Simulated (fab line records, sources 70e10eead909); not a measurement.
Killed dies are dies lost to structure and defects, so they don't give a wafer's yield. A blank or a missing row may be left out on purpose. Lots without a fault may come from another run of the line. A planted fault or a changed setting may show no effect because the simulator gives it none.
Chamber matching | flow nand_harc | NHARC_A_M0_ETCH_34 on rie_diel-01: 4 sister chambers
The step etches the open film in N2/H2, target depth 40 nm, overetch 12 nm, time 43.94 s. 4 wafers are shown with their chamber, then 11 later ones without.

WAFERS WITH THEIR CHAMBER
wafer  | chamber | showerhead_plenum_p_Torr (Torr)
L086.6 | 2       | 2.00
L088.2 | 1       | 1.94
L088.3 | 0       | 2.07
L089.3 | 3       | 2.20

WAFERS WITHOUT THEIR CHAMBER
wafer  | showerhead_plenum_p_Torr (Torr)
L089.4 | 1.94
L089.5 | 2.20
L092.1 | 2.20
L092.3 | 2.07
L092.4 | 1.99
L096.1 | 2.19
L096.2 | 1.99
L096.3 | 1.94
L096.4 | 2.07
L096.5 | 1.94
L096.6 | 2.07

WHICH CHAMBER EACH WENT THROUGH
wafer  | from the rows above | in truth
L089.4 | 1                   | 1
L089.5 | 3                   | 3
L092.1 | 3                   | 3
L092.3 | 0                   | 0
L092.4 | 2                   | 2
L096.1 | 3                   | 3
L096.2 | 2                   | 2
L096.3 | 1                   | 1
L096.4 | 0                   | 0
L096.5 | 1                   | 1
L096.6 | 0                   | 0
Placed correctly: 11 of 11. Can't be placed from these rows: 0. Placed wrongly: 0.
How it was worked out, from the rows above alone: a wafer's distance from a chamber is the root of the sum, over the readings, of the square of ((its reading less the chamber's mean) divided by the reading's scatter). The wafer belongs to the nearest chamber; if the next one is less than 2 further off, it can't be placed. A chamber's mean is the mean of its shown wafers. The scatter: with one shown wafer a chamber, the root of the mean of the squares of how far each hidden wafer lies from its nearest shown one.
